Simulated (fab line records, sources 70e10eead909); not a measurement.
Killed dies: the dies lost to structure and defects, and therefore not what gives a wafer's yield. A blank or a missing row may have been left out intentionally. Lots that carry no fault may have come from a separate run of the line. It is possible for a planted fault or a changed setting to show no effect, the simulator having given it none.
Problem report in the 8D (eight disciplines) form, filled by code / flow nand harc / the parts of the form that need people (team, actions taken, sign-off) are left out

## 1. THE ISSUE
thk nm at NHARC_A_ONON_D1_THK_MEAS_05 reads a mean of 600 nm on 6 wafers of 2 lots; wafers without a fault read 1004 nm with a standard deviation of 6.4. That is -63 standard deviations from the usual mean.
The step: measures by ellipsometry.
The first sign was on wafer L310.1 at day 11 15:25, on film metro-01. The record has a number at this step for 42 wafers belonging to 14 lots. By rule, "out" or "out of limits" means more than 4 standard deviations away from the usual mean. The other wafers with a number count as sound.

## 2. WHAT IT IS, AND WHAT IT ISN'T
question=which readings at this step | is=thk nm | is not=-
question=which lots | is=L310, L313 | is not=L293, L294, L297, L298, L299, L300, L301, L302, L303, L304, L311, L315
question=which wafers of those lots | is=all that have a number | is not=-
question=read on which gauges | is=film metro-01, film metro-02 | is not=-
question=when | is=from day 11 15:25 | is not=up to then (30 sound wafers); but 6 sound wafers of L311, L315 came after

## 3. WHAT RULES OUT EACH SUSPECT
Counting: a tool stays on the suspect list if, at a process step up to the reading, it processed all lots that are out and no sound lot following the first of them.
- ruled out: the gauge at NHARC_A_ONON_D1_THK_MEAS_05. 2 gauges (film metro-01, film metro-02) read the wafers that are out.
- pecvd onon-04 at NHARC_A_ONON_D1_DEP_03 (target thk 1000 nm): kept. It ran every lot that is out, first L310 (day 11 14:55), and no sound lot after that; its last sound lot up to then is L303 (day 9 23:00).
Remaining after the count: pecvd onon-04 at NHARC_A_ONON_D1_DEP_03.

## 4. THE CAUSE (what the simulator had put in)
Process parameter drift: pecvd onon-04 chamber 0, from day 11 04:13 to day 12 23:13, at NHARC_A_ONON_D1_DEP_03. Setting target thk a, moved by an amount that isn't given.
This tool alone remained once counting was done.

## 5. SEQUENCE OF EFFECTS, ordered by route
Each row: a reading where the mean over the struck wafers with a number is more than 3 standard deviations away from the usual. Readings are gone through only where the record gives a usual standard deviation; hours: the median, over the lots, of the time from a lot's start at the first step in this table giving one to that lot's start at this step; sigmas: the change measured in usual standard deviations.
hours=0; step=NHARC_A_ONON_D1_THK_MEAS_05; reading=thk nm; usual=1004 nm; on struck wafers=600; change=-404; sigmas=-63
hours=289; step=NHARC_END_SORT_01; reading=killed at array; usual=28; on struck wafers=674; change=+646; sigmas=+65
hours=289; step=NHARC_END_SORT_01; reading=killed dies; usual=31; on struck wafers=677; change=+646; sigmas=+65

## 6. HOW IT WOULD HAVE BEEN CAUGHT EARLIER
In this record the first reading out of limits at a measuring or inspecting step was taken at day 11 15:25, 11 hours after the fault began at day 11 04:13.
L313, from the lots that are out (2), started NHARC_A_ONON_D1_DEP_03 on pecvd onon-04 later than day 11 15:25. It would have been spared by a hold on the tool at that moment.
